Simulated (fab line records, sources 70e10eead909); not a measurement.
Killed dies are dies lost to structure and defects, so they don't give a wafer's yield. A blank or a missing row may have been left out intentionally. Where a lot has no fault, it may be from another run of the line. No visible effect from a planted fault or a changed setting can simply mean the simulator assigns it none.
The tool behind it: which one? ; flow nandHarc ; 13 lots, 39 wafers sampled, at 5 steps of a route of 1302

WHAT THE GAUGES READ, wafer by wafer
NHARC_THIN_TSV_CD_MEAS_33: target cd 5000 nm.
lot;measured;on;cdNm (nm)
L507;day 24 14:38;cdSem-01;5001.3 5001.0 4997.6
L508;day 24 15:51;cdSem-01;5000.1 5000.1 4998.4
L509;day 24 20:41;cdSem-02;4998.6 4996.7 4998.0
L510;day 24 19:38;cdSem-02;4997.1 4997.0 5000.0
L511;day 25 21:59;cdSem-03;4998.5 4998.7 4997.9
L513;day 26 11:02;cdSem-01;5000.9 5000.7 5002.3
L515;day 27 20:38;cdSem-02;4999.5 4997.5 4997.4
L517;day 27 21:58;cdSem-02;5001.0 5000.6 5001.6
L516;day 28 04:04;cdSem-01;4999.5 5000.2 4999.2
L518;day 28 12:23;cdSem-01;4996.8 4999.5 4999.3
L520;day 29 16:56;cdSem-01;4999.0 4999.1
L529;day 33 07:47;cdSem-01;5000.2 4999.3 4999.5
L530;day 33 19:34;cdSem-01;4999.2 4998.0 4996.9

NHARC_END_SORT_01.
lot;measured;on;defectLimitedYield (%);killedAtArray;killedAtOther;killedAtPeriphery;killedDies;killedOpen;killedShort
L520;day 30 01:54;prober-01;92.5 0.3 92.2;43 669 49;4 1 0;4 5 4;51 675 53;4 1 5;1 2 3

TOOL THAT RAN EACH LOT (tool first, then ch and the chambers of the sampled wafers, then the start)
lot;NHARC_A_BONDPAD_PVD_27;NHARC_A_BONDPAD_ANNEAL_28;NHARC_THIN_TSV_CMP_21
L507;pvdSputter-03, day 23 15:49;rtpAnneal-01 ch 0, day 23 16:19;cmp-01 ch 0,1,2, day 24 13:13
L508;pvdSputter-03, day 23 16:45;rtpAnneal-01 ch 0, day 23 17:20;cmp-02 ch 1,2,3, day 24 14:15
L509;pvdSputter-02, day 23 23:50;rtpAnneal-02 ch 0, day 24 00:35;cmp-01 ch 1,2,3, day 24 19:09
L510;pvdSputter-03, day 24 00:53;rtpAnneal-01 ch 0, day 24 01:27;cmp-01 ch 0,1, day 24 18:02
L511;pvdSputter-01, day 24 23:17;rtpAnneal-02 ch 0, day 24 23:50;cmp-01 ch 0,1,3, day 25 20:34
L513;pvdSputter-02, day 25 13:02;rtpAnneal-02 ch 0, day 25 13:40;cmp-01 ch 1,2,3, day 26 09:29
L515;pvdSputter-01, day 27 00:54;rtpAnneal-02 ch 0, day 27 01:25;cmp-03 ch 0,2, day 27 19:10
L517;pvdSputter-03, day 27 02:14;rtpAnneal-01 ch 0, day 27 02:51;cmp-02 ch 0,3, day 27 20:23
L516;pvdSputter-02, day 27 07:11;rtpAnneal-01 ch 0, day 27 07:42;cmp-01 ch 0,1,3, day 28 02:28
L518;pvdSputter-03, day 27 15:52;rtpAnneal-01 ch 0, day 27 16:29;cmp-02 ch 0,2,3, day 28 10:50
L520;pvdSputter-03, day 28 20:28;rtpAnneal-01 ch 0, day 28 21:00;cmp-03 ch 0, day 29 15:22
L529;pvdSputter-01, day 32 11:49;rtpAnneal-01 ch 0, day 32 12:20;cmp-01 ch 0,1,3, day 33 06:18
L530;pvdSputter-03, day 32 22:10;rtpAnneal-01 ch 0, day 32 22:44;cmp-02 ch 0,2,3, day 33 18:06
- NHARC_A_BONDPAD_PVD_27: deposits Cu, target thk 30 nm, time 20.49 s.
- NHARC_A_BONDPAD_ANNEAL_28: time 90 s.
- NHARC_THIN_TSV_CMP_21: polishes, t overpolish 30 s, target thk 2000 nm.

AS READ BY THE TOOLS THEMSELVES (means over the sampled wafers that have a number; for cases with no such wafer, the mark the record gives instead)
NHARC_A_BONDPAD_PVD_27.
lot;tool;throttleValvePct (%)
L507;pvdSputter-03;29.1
L508;pvdSputter-03;29.4
L509;pvdSputter-02;30.5
L510;pvdSputter-03;29.1
L511;pvdSputter-01;30.7
L513;pvdSputter-02;30.7
L515;pvdSputter-01;29.6
L517;pvdSputter-03;29.4
L516;pvdSputter-02;30.6
L518;pvdSputter-03;28.6
L520;pvdSputter-03;29.8
L529;pvdSputter-01;30.5
L530;pvdSputter-03;29.4

NHARC_A_BONDPAD_ANNEAL_28.
lot;tool;annealTempC (C);wafer_temp_C_max
L507;rtpAnneal-01;225.23;225.5
L508;rtpAnneal-01;225.22;225.7
L509;rtpAnneal-02;225.22;226.3
L510;rtpAnneal-01;224.94;226.0
L511;rtpAnneal-02;225.10;226.4
L513;rtpAnneal-02;224.99;226.2
L515;rtpAnneal-02;224.79;226.2
L517;rtpAnneal-01;224.79;225.7
L516;rtpAnneal-01;225.08;225.8
L518;rtpAnneal-01;224.93;225.5
L520;rtpAnneal-01;225.18;225.7
L529;rtpAnneal-01;225.00;225.6
L530;rtpAnneal-01;225.22;225.5

NHARC_THIN_TSV_CMP_21.
lot;tool;motorCurrentA (A);overpolishRunS (s);retainingRingPressureFrac;slurryFlowMlMin
L507;cmp-01;12.5;30.008;0.997;150.0
L508;cmp-02;12.0;29.994;0.997;150.1
L509;cmp-01;11.6;29.999;1.005;149.9
L510;cmp-01;12.6;30.005;1.001;150.1
L511;cmp-01;12.2;30.005;1.001;150.1
L513;cmp-01;11.8;30.002;0.999;150.4
L515;cmp-03;12.5;29.998;0.996;150.2
L517;cmp-02;12.6;30.009;1.004;150.3
L516;cmp-01;12.1;29.997;0.999;150.3
L518;cmp-02;12.2;29.999;0.993;150.4
L520;cmp-03;13.3;30.005;1.007;150.7
L529;cmp-01;12.2;29.998;1.002;149.7
L530;cmp-02;12.6;30.006;0.996;150.0

THE ANSWER, worked out from the rows above alone
Rule: what is usual is taken from the lots themselves. Put in order of their means at a reading, lots are off if they are a third of the lots or fewer, leave a main group of 4 or more, and stand apart from it by a gap of 3 or more times the standard deviation of the main group's means; of several such gaps the widest counts. The tables above print the reading to a certain number of digits; a main group whose means all agree to those digits is not used. A lot without any number at a reading at which 4 lots or more have one is off too. All remaining lots with rows at the step are treated as sound. After the gauges, taken in route order, come the tools' own readings; for these a lot's mean is taken, as printed above. At the first step where some lot is off, the reading lying furthest off is the one used; lots without a number count as furthest.
Across all readings shown, no lot is off: no conclusion can be drawn from this.

WHAT THE SIMULATOR PUT IN
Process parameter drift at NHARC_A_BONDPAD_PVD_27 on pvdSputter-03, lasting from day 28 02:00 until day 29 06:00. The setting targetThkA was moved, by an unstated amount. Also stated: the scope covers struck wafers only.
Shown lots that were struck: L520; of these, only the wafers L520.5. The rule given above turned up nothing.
